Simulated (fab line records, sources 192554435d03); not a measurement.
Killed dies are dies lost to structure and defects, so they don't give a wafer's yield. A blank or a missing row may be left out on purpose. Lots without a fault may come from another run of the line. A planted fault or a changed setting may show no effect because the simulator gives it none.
Chamber matching | flow n5_finfet | N5_FIN_SAQP_PECVD_06 on pecvd-02: 3 sister chambers
The step deposits a-Si from SiH4/He, target thk 60 nm, time 48.1 s. 24 wafers are shown with their chamber, then 12 later ones without.

WAFERS WITH THEIR CHAMBER
wafer  | chamber | showerhead_vpp_V (V) | heater_power_w (W) | throttle_valve_pct (%)
L076.1 | 0       | 674                  | 949                | 18.2
L076.2 | 1       | 668                  | 790                | 18.8
L076.5 | 1       | 662                  | 790                | 18.4
L077.3 | 2       | 606                  | 1023               | 17.5
L077.4 | 2       | 609                  | 1011               | 17.6
L077.6 | 1       | 662                  | 765                | 18.4
L078.4 | 1       | 661                  | 791                | 18.2
L078.5 | 2       | 599                  | 1015               | 17.4
L078.6 | 0       | 678                  | 939                | 18.3
L079.2 | 0       | 674                  | 820                | 18.4
L079.3 | 2       | 603                  | 987                | 17.3
L079.6 | 2       | 602                  | 989                | 17.2
L081.1 | 2       | 607                  | 1020               | 17.4
L081.2 | 0       | 681                  | 923                | 18.4
L081.6 | 0       | 680                  | 941                | 18.4
L085.2 | 0       | 668                  | 862                | 18.1
L085.4 | 1       | 668                  | 682                | 18.4
L085.5 | 2       | 613                  | 1085               | 17.5
L087.2 | 0       | 692                  | 916                | 18.3
L087.3 | 1       | 654                  | 751                | 18.4
L087.5 | 0       | 674                  | 882                | 18.3
L089.2 | 0       | 680                  | 854                | 18.6
L089.3 | 1       | 667                  | 815                | 18.4
L089.6 | 2       | 618                  | 1030               | 17.9

SIGNATURES (means of the wafers above)
reading            | chamber 0 | chamber 1 | chamber 2 | scatter within a chamber
showerhead_vpp_V   | 677.89    | 663.14    | 607.12    | 6.1
heater_power_w     | 898.44    | 769.14    | 1020.00   | 40.6
throttle_valve_pct | 18.333    | 18.429    | 17.475    | 0.179
Rule: a wafer's distance from a chamber is the root of the sum, over the readings, of the square of ((its reading less the chamber's mean) divided by the reading's scatter). The wafer belongs to the nearest chamber; if the next one is less than 2 further off, it can't be placed. The scatter: the root of (the sum of the squares of (reading less its chamber's mean) over the shown wafers, divided by (wafers less chambers)).

WAFERS WITHOUT THEIR CHAMBER
wafer  | showerhead_vpp_V (V) | heater_power_w (W) | throttle_valve_pct (%)
L090.2 | 686                  | 942                | 18.4
L090.3 | 611                  | 946                | 17.7
L090.5 | 669                  | 792                | 18.4
L092.1 | 606                  | 990                | 17.4
L092.2 | 693                  | 920                | 18.4
L092.3 | 670                  | 741                | 18.4
L093.3 | 674                  | 783                | 18.1
L093.5 | 680                  | 842                | 18.4
L093.6 | 595                  | 1011               | 17.9
L095.2 | 685                  | 864                | 18.5
L095.4 | 601                  | 1059               | 17.5
L095.6 | 684                  | 841                | 18.3

WHICH CHAMBER EACH WENT THROUGH
wafer  | from the rows above     | in truth
L090.2 | 0                       | 0
L090.3 | 2                       | 2
L090.5 | can't be placed: 1 or 0 | 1
L092.1 | 2                       | 2
L092.2 | 0                       | 0
L092.3 | 1                       | 1
L093.3 | can't be placed: 1 or 0 | 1
L093.5 | can't be placed: 0 or 1 | 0
L093.6 | 2                       | 2
L095.2 | 0                       | 0
L095.4 | 2                       | 2
L095.6 | 0                       | 0
Placed correctly: 9 of 12. Can't be placed from these rows: 3 (the true chamber is among the candidates in 3). Placed wrongly: 0.
